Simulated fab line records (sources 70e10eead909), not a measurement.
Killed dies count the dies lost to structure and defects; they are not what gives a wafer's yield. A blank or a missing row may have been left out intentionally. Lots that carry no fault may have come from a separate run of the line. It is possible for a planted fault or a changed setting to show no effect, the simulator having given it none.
Which tool did it? ; flow nand_harc ; 12 lots, 36 wafers sampled, at 5 steps of a route of 1302

WHAT THE GAUGES SHOWED, per wafer
NHARC_A_BLC_INSPECT_28. Usual: raw_defect_count at 566, with a standard deviation of 140.
lot;measured;on;raw_defect_count;flag
L387;day 22 13:01;defect_inspect-02;378 363 665;
L390;day 23 23:00;defect_inspect-01;411 584 487;
L391;day 24 15:50;defect_inspect-02;809 704 661;
L396;day 26 21:32;defect_inspect-01;410 533 616;
L397;day 27 07:16;defect_inspect-01;496 412 391;
L398;day 27 20:38;defect_inspect-01;796 562 634;
L403;day 29 09:05;defect_inspect-01;512 745 426;
L405;day 30 00:50;defect_inspect-02;478 475 350;
L406;day 30 21:11;defect_inspect-02;440 427 568;
L407;day 30 22:26;defect_inspect-01;505 582 533;
L409;day 31 09:57;defect_inspect-01;807 599 552;
L410;day 33 13:03;defect_inspect-02;402 556 540;

NHARC_END_SORT_01. Usual: killed_at_array 56, standard deviation 17; killed_at_other 1.2, standard deviation 1.4; killed_at_periphery 4, standard deviation 3.2; killed_dies 61, standard deviation 16; killed_open 3.6, standard deviation 2.1; killed_short 2.7, standard deviation 1.8.
lot;measured;on;killed_at_array;killed_at_other;killed_at_periphery;killed_dies;killed_open;killed_short;flag
L396;day 28 15:52;prober-01;36 670 673;1 0 1;3 7 3;40 677 677;2 3 1;4 2 1;OFF
L397;day 29 03:04;prober-02;674 49 672;0 1 0;3 5 5;677 55 677;4 5 2;1 2 2;OFF

EACH LOT AND THE TOOL THAT RAN IT (in order: tool; ch and the chambers of the sampled wafers; start)
lot;NHARC_A_CONTACT_CVD_19;NHARC_A_BLC_STRIP_29;NHARC_A_BLC_ALD_23
L387;cvd_w-02 ch 0,1, day 22 11:04 or earlier;rie_diel-02 ch 2,3, day 22 11:04;ald_metal-03 ch 0,3, day 22 11:54
L390;cvd_w-02 ch 0, day 23 18:12;rie_diel-02 ch 0,3, day 23 21:06;ald_metal-04 ch 0,2, day 23 21:53
L391;cvd_w-01 ch 0,1, day 24 13:56 or earlier;rie_diel-07 ch 0,1,3, day 24 13:56;ald_metal-01 ch 0,1,3, day 24 14:42
L396;cvd_w-01 ch 0, day 26 19:38 or earlier;rie_diel-02 ch 1,2, day 26 19:38;ald_metal-04 ch 1,2, day 26 20:25
L397;cvd_w-01 ch 0,1, day 27 05:23 or earlier;rie_diel-01 ch 2,3, day 27 05:23;ald_metal-04 ch 0,2,3, day 27 06:11
L398;cvd_w-01 ch 0, day 27 18:19 or earlier;rie_diel-01 ch 0,2,3, day 27 18:19;ald_metal-01 ch 0,2, day 27 19:04
L403;cvd_w-01 ch 0,1, day 29 07:10 or earlier;rie_diel-01 ch 1,2, day 29 07:10;ald_metal-03 ch 0,2,3, day 29 07:59
L405;cvd_w-01 ch 0,1, day 29 22:57 or earlier;rie_diel-02 ch 0,1,3, day 29 22:57;ald_metal-04 ch 1,3, day 29 23:43
L406;cvd_w-01 ch 1, day 30 18:48 or earlier;rie_diel-01 ch 0,3, day 30 18:48;ald_metal-04 ch 1,2,3, day 30 19:38
L407;cvd_w-01 ch 0,1, day 30 20:33 or earlier;rie_diel-02 ch 0,2,3, day 30 20:33;ald_metal-03 ch 1,2, day 30 21:19
L409;cvd_w-02 ch 0,1, day 31 08:01 or earlier;rie_diel-01 ch 0,2,3, day 31 08:01;ald_metal-03 ch 0,2,3, day 31 08:48
L410;cvd_w-01 ch 0,1, day 33 11:08 or earlier;rie_diel-02 ch 0,2,3, day 33 11:08;ald_metal-03 ch 0,2,3, day 33 11:56
- NHARC_A_CONTACT_CVD_19: deposits W, target thk 300 nm, time 802 s.
- NHARC_A_BLC_STRIP_29: strips in CF4.
- NHARC_A_BLC_ALD_23: deposits TiN, target thk 3 nm, pulse time 1 s, ald cycles 150.

WHAT THE TOOLS THEMSELVES READ (means of the sampled wafers that have a number; where no wafer has one, the mark that the record gives instead)
NHARC_A_CONTACT_CVD_19. Usual: heater_power_outer_w 256 W, standard deviation 9.9; heater_power_w 456 W, standard deviation 25; mfc_h2_sccm 1600 sccm, standard deviation 5; throttle_valve_pct 7.83 %, standard deviation 0.19.
lot;tool;heater_power_outer_w (W);heater_power_w (W);mfc_h2_sccm (sccm);throttle_valve_pct (%);flag
L387;cvd_w-02;265;479;1597;7.83;
L390;cvd_w-02;264;458;1608;7.73;
L391;cvd_w-01;249;454;1601;7.80;
L396;cvd_w-01;247;464;1603;8.03;
L397;cvd_w-01;253;450;1602;7.81;
L398;cvd_w-01;243;458;1600;7.87;
L403;cvd_w-01;250;440;1602;7.79;
L405;cvd_w-01;255;452;1594;7.84;
L406;cvd_w-01;260;430;1600;7.72;
L407;cvd_w-01;256;441;1600;7.79;
L409;cvd_w-02;267;483;1597;7.60;
L410;cvd_w-01;235;419;1602;7.75;

NHARC_A_BLC_STRIP_29. Usual: chamber_pressure_mTorr 49.99 mTorr, standard deviation 0.042; drypump_motor_current_A 5.7 A, standard deviation 0.41; oes_product_au 1.001 a.u., standard deviation 0.014; rf_vpp_V 59.2 V, standard deviation 0.9; showerhead_plenum_p_Torr 1.75 Torr, standard deviation 0.072; throttle_valve_pct 13.284 %, standard deviation 0.0092.
lot;tool;chamber_pressure_mTorr (mTorr);drypump_motor_current_A (A);oes_product_au (a.u.);rf_vpp_V (V);showerhead_plenum_p_Torr (Torr);throttle_valve_pct (%);flag
L387;rie_diel-02;50.00;5.6;0.999;59.9;1.84;13.277;
L390;rie_diel-02;49.97;5.3;0.984;59.6;1.76;13.285;
L391;rie_diel-07;50.00;5.7;0.997;59.1;1.70;13.284;
L396;rie_diel-02;50.04;5.7;1.013;59.0;1.77;13.287;
L397;rie_diel-01;49.99;5.3;1.006;60.2;1.74;13.285;
L398;rie_diel-01;49.97;5.6;0.993;58.7;1.75;13.286;
L403;rie_diel-01;49.98;5.4;0.993;58.9;1.74;13.287;
L405;rie_diel-02;50.01;5.6;1.001;59.0;1.74;13.286;
L406;rie_diel-01;50.01;5.6;1.001;60.3;1.81;13.290;
L407;rie_diel-02;50.00;5.5;1.006;59.5;1.80;13.278;
L409;rie_diel-01;49.97;5.7;1.000;59.0;1.75;13.287;
L410;rie_diel-02;49.97;5.5;0.996;60.1;1.80;13.281;

NHARC_A_BLC_ALD_23. Usual: heater_power_outer_w 706 W, standard deviation 71; heater_power_w 1083 W, standard deviation 100; precursor_pulse_height_rel 0.999, standard deviation 0.018.
lot;tool;heater_power_outer_w (W);heater_power_w (W);precursor_pulse_height_rel;flag
L387;ald_metal-03;684;1050;1.007;
L390;ald_metal-04;665;1041;0.993;
L391;ald_metal-01;726;1152;0.993;
L396;ald_metal-04;720;1124;0.999;
L397;ald_metal-04;655;1011;1.003;
L398;ald_metal-01;765;1139;1.027;
L403;ald_metal-03;722;1061;1.005;
L405;ald_metal-04;713;1105;0.975;
L406;ald_metal-04;666;1009;0.995;
L407;ald_metal-03;719;1088;0.992;
L409;ald_metal-03;721;1092;0.986;
L410;ald_metal-03;718;1073;0.986;

THE ANSWER, worked out from the rows above alone
Rule: a lot is off if the mean of its wafers that have a number lies more than 3 standard deviations from the usual mean. Also off: a lot with no number at a reading for which 4 or more lots have one. Where the step has rows for the other lots, those lots are counted as sound. The gauges are gone through in route order, then the tools' own readings, and for those a lot's mean is taken as printed above. At the first step where some lot is off, the reading lying furthest off is the one used; lots without a number count as furthest.
Off: L396, L397 (NHARC_END_SORT_01, killed_dies). Neither off nor sound, because the step has no rows for them: L387, L390, L391, L398, L403, L405, L406, L407, L409, L410.
A tool fits if, at a process step before that reading, it ran every lot that is off, and no sound lot after the first of them. Those tools and the gauges at NHARC_END_SORT_01 are tried in the same way. Because NHARC_A_CONTACT_CVD_19 lacks a start for some lots, the hours and order of its lots are taken from NHARC_A_BLC_STRIP_29. 2 tools fit, cvd_w-01 at NHARC_A_CONTACT_CVD_19 and ald_metal-04 at NHARC_A_BLC_ALD_23, so this cannot tell which one it is.

WHAT THE SIMULATOR HAD PUT IN
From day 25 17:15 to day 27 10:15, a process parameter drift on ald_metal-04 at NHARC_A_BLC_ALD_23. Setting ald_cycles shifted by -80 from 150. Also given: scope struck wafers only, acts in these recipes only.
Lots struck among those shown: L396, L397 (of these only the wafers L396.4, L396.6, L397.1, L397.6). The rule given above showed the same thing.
